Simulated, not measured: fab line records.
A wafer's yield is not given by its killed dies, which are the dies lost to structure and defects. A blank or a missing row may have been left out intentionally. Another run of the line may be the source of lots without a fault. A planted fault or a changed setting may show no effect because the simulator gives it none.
Matching of chambers -- flow n5-finfet -- N5_BEOL_M9_DEP_56 on pecvd-04 has 3 sister chambers
The step deposits SiCN from 3MS/NH3, target thk 15 nm, time 26.5 s. 6 wafers are shown with their chamber, then 8 later ones without.

== WAFERS PAIRED WITH THEIR CHAMBERS ==
wafer,chamber,throttle-valve-pct (%),showerhead-plenum-p-Torr (Torr)
L087.5,0,9.3,3.695
L087.6,2,9.2,3.685
L090.2,0,9.6,3.687
L090.3,1,10.1,3.655
L090.4,2,9.3,3.674
L088.1,1,10.1,3.641

== WAFERS WITHOUT THEIR CHAMBER ==
wafer,throttle-valve-pct (%),showerhead-plenum-p-Torr (Torr)
L088.2,9.5,3.697
L088.5,9.2,3.682
L091.3,9.5,3.705
L091.5,9.1,3.686
L091.6,10.0,3.641
L093.1,10.0,3.647
L093.4,10.0,3.647
L093.5,9.6,3.689

== THE CHAMBER EACH PASSED THROUGH ==
wafer,from the rows above,in truth
L088.2,0,0
L088.5,can't be placed: 2 or 0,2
L091.3,can't be placed: 0 or 2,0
L091.5,can't be placed: 2 or 0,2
L091.6,1,1
L093.1,1,1
L093.4,1,1
L093.5,can't be placed: 0 or 2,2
4 of 8 placed correctly. These rows do not allow placing 4 (true chamber among the candidates in 4). Number placed wrongly: 0.
How it was worked out, from the rows above alone: a wafer's distance from a chamber is the root of the sum, over the readings, of the square of ((its reading less the chamber's mean) divided by the reading's scatter). The wafer belongs to the nearest chamber; if the next one is less than 2 further off, it can't be placed. The mean given for a chamber averages the wafers shown for that chamber. The scatter: the root of (the sum of the squares of (reading less its chamber's mean) over the shown wafers, divided by (wafers less chambers)).
